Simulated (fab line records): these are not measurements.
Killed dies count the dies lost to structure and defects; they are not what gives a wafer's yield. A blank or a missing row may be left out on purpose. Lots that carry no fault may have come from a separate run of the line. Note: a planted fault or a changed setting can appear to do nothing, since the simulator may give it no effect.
One fault through the eyes of 2 desks    flow nand-harc    each desk has only its own numbers; what lay behind them comes last

THE DEFECT DESK
Counts from the inspections along the route, per lot, as means over the sampled wafers that have a number. The brackets show how far a lot's mean lies from the usual mean; more than 4 standard deviations puts the lot out of limits, marked OUT.
Columns: A = raw-defect-count at NHARC_A_WL_FILL_INSPECT_15, usual 393; B = raw-defect-count at NHARC_A_CONTACT_INSPECT_44, usual 29
lot   first seen here  A    B
L759  day 16 00:47     398  17
L760  day 16 01:32     422  29
L761  day 17 13:28     305  15
L765  day 17 23:45     401  28
L771  day 20 01:09     530  449 (+26) OUT
L773  day 20 05:23     248  12
L775  day 20 09:41     265  30
L778  day 21 01:56     359  60
L776  day 21 02:11     407  12
L779  day 21 06:42     300  36
L781  day 22 09:17     833  31
This desk's finding: out of limits on L771; first on L771, day 20 08:05 (raw-defect-count at NHARC_A_CONTACT_INSPECT_44). L759, L760, L761, L765, L773, L775, L778, L776, L779, L781 stayed within limits.

TOOL OWNER'S DESK, pecvd-04
The tool's own readings at NHARC_A_CONTACT_DEP_29 (deposits SiON, target thk 70 nm): means of the sampled wafers that have a number, for each lot that ran on this tool. The brackets show how far a lot's mean lies from the usual mean; more than 4 standard deviations puts the lot out of limits, marked OUT.
Columns: A = heater-power-w at NHARC_A_CONTACT_DEP_29, usual 742 W; B = rf-fwd-power-W at NHARC_A_CONTACT_DEP_29, usual 348.4 W; C = showerhead-vpp-V at NHARC_A_CONTACT_DEP_29, usual 1153 V
lot   first seen here  A    B      C
L759  day 16 04:38     745  348.4  1127
L760  day 16 07:53     742  349.5  1138
L761  day 17 16:55     839  347.6  1149
L765  day 18 03:45     743  349.0  1124
L771  day 20 07:14     761  347.5  1127
Result from this desk: across the 5 lots, nothing is out of limits.

PUT TOGETHER
The defect desk could have raised an alarm at day 20 08:05, on L771.
Nothing out of limits was seen by the tool owner's desk.
Tool owner's desk: L771 on record, inside its limits.
Of the lots named, all ran NHARC_A_CONTACT_DEP_29 on pecvd-04.

WHAT THE SIMULATOR HAD PUT IN
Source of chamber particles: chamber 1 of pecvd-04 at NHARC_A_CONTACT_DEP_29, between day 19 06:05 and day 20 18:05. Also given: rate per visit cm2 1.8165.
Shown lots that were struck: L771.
Hours from the fault's start to each desk's first reading out of limits: the defect desk, 26.
